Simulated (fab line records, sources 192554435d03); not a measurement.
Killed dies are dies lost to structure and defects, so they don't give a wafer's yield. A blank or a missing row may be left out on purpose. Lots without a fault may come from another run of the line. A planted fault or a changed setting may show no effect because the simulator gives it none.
Which tool did it? | flow n5_finfet | 22 lots, 66 wafers sampled, at 4 steps of a route of 1938

WHAT THE GAUGES READ, wafer by wafer
N5_BEOL_M0_CUTY_CD_MEAS_57: target cd 200 nm.
lot  | measured     | on        | cd_nm (nm)
L074 | day 5 20:14  | cd_sem-01 | 199.6 199.3 198.3
L075 | day 6 02:20  | cd_sem-03 | 199.8 198.9 199.7
L076 | day 6 07:31  | cd_sem-01 | 199.2 200.1 198.1
L077 | day 6 11:13  | cd_sem-03 | 199.2 201.0 199.5
L078 | day 6 17:08  | cd_sem-02 | 199.1 198.4 199.4
L079 | day 6 23:00  | cd_sem-02 | 198.4 200.0 198.2
L081 | day 7 11:19  | cd_sem-03 | 197.7 199.3 199.8
L082 | day 8 00:13  | cd_sem-01 | 199.6 199.8 200.2
L083 | day 8 00:55  | cd_sem-03 | 200.2 199.6 200.0
L084 | day 8 13:27  | cd_sem-03 | 201.0 199.6 198.6
L085 | day 8 17:29  | cd_sem-01 | 200.5 200.0 200.2
L087 | day 9 07:22  | cd_sem-01 | 199.4 199.4 199.4
L088 | day 9 12:22  | cd_sem-02 | 198.7 198.9 198.9
L089 | day 9 16:56  | cd_sem-01 | 198.8 198.9 199.4
L090 | day 9 18:49  | cd_sem-03 | 201.4 201.6 201.7
L091 | day 10 03:25 | cd_sem-01 | 200.2 199.6 200.0
L092 | day 10 05:38 | cd_sem-02 | 200.0 198.3 198.6
L093 | day 10 13:26 | cd_sem-01 | 199.0 199.3 199.9
L094 | day 10 17:19 | cd_sem-03 | 200.5 200.8 199.9
L095 | day 10 21:11 | cd_sem-02 | 196.3 197.9 197.3
L096 | day 11 02:56 | cd_sem-02 | 200.3 199.5 200.0
L097 | day 11 17:01 | cd_sem-02 | 198.5 199.0 198.0

WHICH TOOL RAN EACH LOT (tool, then ch and the chambers of the sampled wafers, then the start)
lot  | N5_BEOL_M0_SAQP_SPACER1_ETCHBACK_99 | N5_BEOL_M0_SAQP_RECESS_109         | N5_BEOL_M0_SAQP_ETCH_88
L074 | rie_diel-02 ch 1,2,3, day 5 16:21   | vapor_etch-02 ch 0,1, day 5 17:37  | rie_diel-02 ch 2,3, day 5 19:06
L075 | rie_diel-02 ch 0,2,3, day 5 22:30   | vapor_etch-01 ch 0,1, day 5 23:40  | rie_diel-02 ch 0,1,3, day 6 01:05
L076 | rie_diel-03 ch 0,1, day 6 03:29     | vapor_etch-01 ch 0,1, day 6 04:37  | rie_diel-02 ch 0,2, day 6 06:14
L077 | rie_diel-05 ch 0,1,3, day 6 07:21   | vapor_etch-01 ch 0,1, day 6 08:25  | rie_diel-05 ch 0,1,2, day 6 09:57
L078 | rie_diel-02 ch 0,2, day 6 13:17     | vapor_etch-01 ch 0,1, day 6 14:23  | rie_diel-05 ch 1,3, day 6 15:52
L079 | rie_diel-02 ch 0,1,2, day 6 19:10   | vapor_etch-02 ch 0,1, day 6 20:14  | rie_diel-03 ch 0,1,3, day 6 21:41
L081 | rie_diel-03 ch 1,2,3, day 7 06:34   | vapor_etch-02 ch 0,1, day 7 07:55  | rie_diel-03 ch 0,2,3, day 7 09:59
L082 | rie_diel-02 ch 0,2,3, day 7 19:50   | vapor_etch-02 ch 0,1, day 7 21:14  | rie_diel-03 ch 0,3, day 7 23:03
L083 | rie_diel-02 ch 0,1,2, day 7 20:23   | vapor_etch-02 ch 0,1, day 7 21:33  | rie_diel-02 ch 0,1,2, day 7 23:37
L084 | rie_diel-02 ch 1,2, day 8 07:43     | vapor_etch-01 ch 0,1, day 8 08:50  | rie_diel-05 ch 1,2, day 8 11:58
L085 | rie_diel-03 ch 0,2, day 8 13:00     | vapor_etch-02 ch 0,1, day 8 14:07  | rie_diel-03 ch 0,2, day 8 16:11
L087 | rie_diel-05 ch 1,2,3, day 9 03:25   | vapor_etch-02 ch 0,1, day 9 04:29  | rie_diel-02 ch 1,2,3, day 9 06:06
L088 | rie_diel-02 ch 1,2, day 9 08:26     | vapor_etch-02 ch 0,1, day 9 09:30  | rie_diel-03 ch 1,2,3, day 9 11:13
L089 | rie_diel-02 ch 0,1,3, day 9 12:27   | vapor_etch-02 ch 0,1, day 9 14:09  | rie_diel-05 ch 2,3, day 9 15:40
L090 | rie_diel-02 ch 1,2,3, day 9 15:08   | vapor_etch-02 ch 0,1, day 9 16:14  | rie_diel-05 ch 0,1,3, day 9 17:41
L091 | rie_diel-03 ch 1,2,3, day 9 23:36   | vapor_etch-01 ch 0,1, day 10 00:47 | rie_diel-02 ch 1,2,3, day 10 02:16
L092 | rie_diel-05 ch 0,3, day 10 01:56    | vapor_etch-02 ch 0,1, day 10 03:02 | rie_diel-03 ch 0,1,3, day 10 04:22
L093 | rie_diel-05 ch 0,3, day 10 09:20    | vapor_etch-02 ch 0,1, day 10 10:23 | rie_diel-02 ch 0,2,3, day 10 11:55
L094 | rie_diel-03 ch 0,1, day 10 12:31    | vapor_etch-02 ch 0,1, day 10 13:55 | rie_diel-05 ch 0,1,3, day 10 15:31
L095 | rie_diel-03 ch 0,1, day 10 17:14    | vapor_etch-01 ch 1, day 10 18:29   | rie_diel-03 ch 0,1, day 10 19:52
L096 | rie_diel-03 ch 1,3, day 10 22:57    | vapor_etch-01 ch 0,1, day 11 00:05 | rie_diel-05 ch 0,1,2, day 11 01:32
L097 | rie_diel-05 ch 1,2,3, day 11 11:27  | vapor_etch-01 ch 0,1, day 11 13:07 | rie_diel-03 ch 1,2,3, day 11 15:44
- N5_BEOL_M0_SAQP_SPACER1_ETCHBACK_99: etches SiO2 in CHF3/O2, target depth 15.4 nm, time 7.7 s.
- N5_BEOL_M0_SAQP_RECESS_109: chemistry HF/NH3, target SiO2, target depth 3 nm, afs cycles 1, sublimation time 60 s.
- N5_BEOL_M0_SAQP_ETCH_88: etches underlayer in N2/H2, target depth 6.5 nm, time 5.2 s.

WHAT THE TOOLS THEMSELVES READ (means of the sampled wafers that have a number; where no wafer has one, the mark that the record gives instead)
N5_BEOL_M0_SAQP_SPACER1_ETCHBACK_99.
lot  | tool        | bias_w (W) | drypump_motor_current_A (A) | oes_product_au (a.u.) | rf_vpp_V (V) | showerhead_plenum_p_Torr (Torr) | throttle_valve_pct (%)
L074 | rie_diel-02 | 169.6      | 6.0                         | 0.76                  | 528          | 2.38                            | 18.85
L075 | rie_diel-02 | 169.7      | 5.5                         | 0.74                  | 528          | 2.43                            | 18.73
L076 | rie_diel-03 | 169.9      | 5.5                         | 0.72                  | 534          | 2.45                            | 18.82
L077 | rie_diel-05 | 170.3      | 5.4                         | 0.77                  | 531          | 2.47                            | 18.88
L078 | rie_diel-02 | 169.9      | 5.4                         | 0.72                  | 530          | 2.48                            | 18.62
L079 | rie_diel-02 | 170.2      | 5.6                         | 0.74                  | 530          | 2.43                            | 18.76
L081 | rie_diel-03 | 170.4      | 5.7                         | 0.74                  | 533          | 2.44                            | 18.77
L082 | rie_diel-02 | 169.7      | 5.5                         | 0.72                  | 528          | 2.42                            | 18.75
L083 | rie_diel-02 | 170.0      | 5.7                         | 0.74                  | 530          | 2.43                            | 18.77
L084 | rie_diel-02 | 169.7      | 6.1                         | 0.75                  | 529          | 2.38                            | 18.91
L085 | rie_diel-03 | 169.8      | 5.4                         | 0.69                  | 534          | 2.46                            | 18.81
L087 | rie_diel-05 | 169.8      | 5.3                         | 0.75                  | 537          | 2.44                            | 18.86
L088 | rie_diel-02 | 170.0      | 6.1                         | 0.75                  | 529          | 2.38                            | 18.91
L089 | rie_diel-02 | 170.2      | 5.8                         | 0.72                  | 527          | 2.37                            | 18.90
L090 | rie_diel-02 | 170.1      | 6.0                         | 0.73                  | 526          | 2.37                            | 18.90
L091 | rie_diel-03 | 170.0      | 5.7                         | 0.82                  | 531          | 2.43                            | 18.66
L092 | rie_diel-05 | 170.3      | 5.4                         | 0.88                  | 525          | 2.40                            | 18.79
L093 | rie_diel-05 | 170.0      | 5.2                         | 0.78                  | 532          | 2.43                            | 18.86
L094 | rie_diel-03 | 169.7      | 5.9                         | 0.86                  | 528          | 2.40                            | 18.59
L095 | rie_diel-03 | 170.4      | 5.5                         | 0.79                  | 533          | 2.44                            | 18.73
L096 | rie_diel-03 | 170.6      | 6.0                         | 0.89                  | 528          | 2.40                            | 18.55
L097 | rie_diel-05 | 169.9      | 5.3                         | 0.84                  | 535          | 2.53                            | 18.77

N5_BEOL_M0_SAQP_RECESS_109.
lot  | tool          | drypump_motor_current_A (A) | foreline_p_Torr (Torr)
L074 | vapor_etch-02 | 5.5                         | 0.1287
L075 | vapor_etch-01 | 5.2                         | 0.1278
L076 | vapor_etch-01 | 5.2                         | 0.1279
L077 | vapor_etch-01 | 5.0                         | 0.1281
L078 | vapor_etch-01 | 5.0                         | 0.1280
L079 | vapor_etch-02 | 5.6                         | 0.1276
L081 | vapor_etch-02 | 5.5                         | 0.1283
L082 | vapor_etch-02 | 5.6                         | 0.1281
L083 | vapor_etch-02 | 5.7                         | 0.1283
L084 | vapor_etch-01 | 5.0                         | 0.1278
L085 | vapor_etch-02 | 5.5                         | 0.1277
L087 | vapor_etch-02 | 5.5                         | 0.1274
L088 | vapor_etch-02 | 5.5                         | 0.1273
L089 | vapor_etch-02 | 5.5                         | 0.1278
L090 | vapor_etch-02 | 5.6                         | 0.1276
L091 | vapor_etch-01 | 5.0                         | 0.1282
L092 | vapor_etch-02 | 5.5                         | 0.1281
L093 | vapor_etch-02 | 5.5                         | 0.1281
L094 | vapor_etch-02 | 5.6                         | 0.1280
L095 | vapor_etch-01 | 5.4                         | 0.1284
L096 | vapor_etch-01 | 5.0                         | 0.1279
L097 | vapor_etch-01 | 5.0                         | 0.1283

N5_BEOL_M0_SAQP_ETCH_88.
lot  | tool        | bias_w (W) | drypump_motor_current_A (A) | etch_rf_on_time_s (s) | oes_product_au (a.u.) | rf_vpp_V (V) | showerhead_plenum_p_Torr (Torr) | throttle_valve_pct (%)
L074 | rie_diel-02 | 149.5      | 5.9                         | 5.32                  | 0.63                  | 523.2        | 2.49                            | 17.66
L075 | rie_diel-02 | 150.3      | 5.8                         | 5.32                  | 0.63                  | 523.1        | 2.49                            | 17.69
L076 | rie_diel-02 | 150.3      | 5.4                         | 5.32                  | 0.62                  | 525.1        | 2.63                            | 17.71
L077 | rie_diel-05 | 149.8      | 5.6                         | 5.13                  | 0.65                  | 523.8        | 2.53                            | 17.75
L078 | rie_diel-05 | 149.9      | 5.1                         | 5.18                  | 0.65                  | 527.1        | 2.63                            | 17.57
L079 | rie_diel-03 | 150.3      | 5.6                         | 5.07                  | 0.65                  | 525.1        | 2.57                            | 17.69
L081 | rie_diel-03 | 149.9      | 5.3                         | 5.16                  | 0.64                  | 526.2        | 2.61                            | 17.75
L082 | rie_diel-03 | 149.9      | 5.2                         | 5.09                  | 0.69                  | 524.8        | 2.60                            | 17.71
L083 | rie_diel-02 | 150.3      | 5.7                         | 5.32                  | 0.62                  | 524.5        | 2.56                            | 17.74
L084 | rie_diel-05 | 150.0      | 5.5                         | 5.02                  | 0.70                  | 526.2        | 2.59                            | 17.58
L085 | rie_diel-03 | 150.3      | 5.3                         | 5.13                  | 0.61                  | 526.1        | 2.61                            | 17.78
L087 | rie_diel-02 | 149.9      | 6.0                         | 5.37                  | 0.62                  | 523.5        | 2.49                            | 17.76
L088 | rie_diel-03 | 150.2      | 5.8                         | 5.14                  | 0.70                  | 523.6        | 2.56                            | 17.60
L089 | rie_diel-05 | 150.3      | 5.2                         | 5.22                  | 0.58                  | 522.9        | 2.52                            | 17.73
L090 | rie_diel-05 | 150.1      | 5.3                         | 5.15                  | 0.72                  | 525.4        | 2.59                            | 17.58
L091 | rie_diel-02 | 150.2      | 6.0                         | 5.32                  | 0.63                  | 522.8        | 2.49                            | 17.75
L092 | rie_diel-03 | 150.3      | 5.5                         | 5.05                  | 0.71                  | 524.1        | 2.56                            | 17.58
L093 | rie_diel-02 | 149.8      | 5.5                         | 5.33                  | 0.60                  | 524.1        | 2.55                            | 17.72
L094 | rie_diel-05 | 149.4      | 5.3                         | 5.14                  | 0.71                  | 526.1        | 2.59                            | 17.61
L095 | rie_diel-03 | 150.0      | 6.0                         | 5.02                  | 0.73                  | 523.4        | 2.52                            | 17.45
L096 | rie_diel-05 | 150.0      | 5.5                         | 5.07                  | 0.79                  | 526.6        | 2.63                            | 17.56
L097 | rie_diel-03 | 150.0      | 5.7                         | 5.15                  | 0.77                  | 524.9        | 2.56                            | 17.49

THE ANSWER, worked out from the rows above alone
Rule: what is usual is taken from the lots themselves. Put in order of their means at a reading, lots are off if they are a third of the lots or fewer, leave a main group of 4 or more, and stand apart from it by a gap of 3 or more times the standard deviation of the main group's means; of several such gaps the widest counts. A main group whose means are all the same, to the digits that the tables above print for the reading, isn't used. A lot without any number at a reading at which 4 lots or more have one is off too. The other lots that the step has rows for count as sound. The gauges are gone through in route order, then the tools' own readings, and for those a lot's mean is taken as printed above. The first step at which some lot is off is used, and at that step the reading that is off furthest; a lot without a number counts as furthest.
No lot is off at any reading shown: from this, nothing can be told.

WHAT THE SIMULATOR HAD PUT IN
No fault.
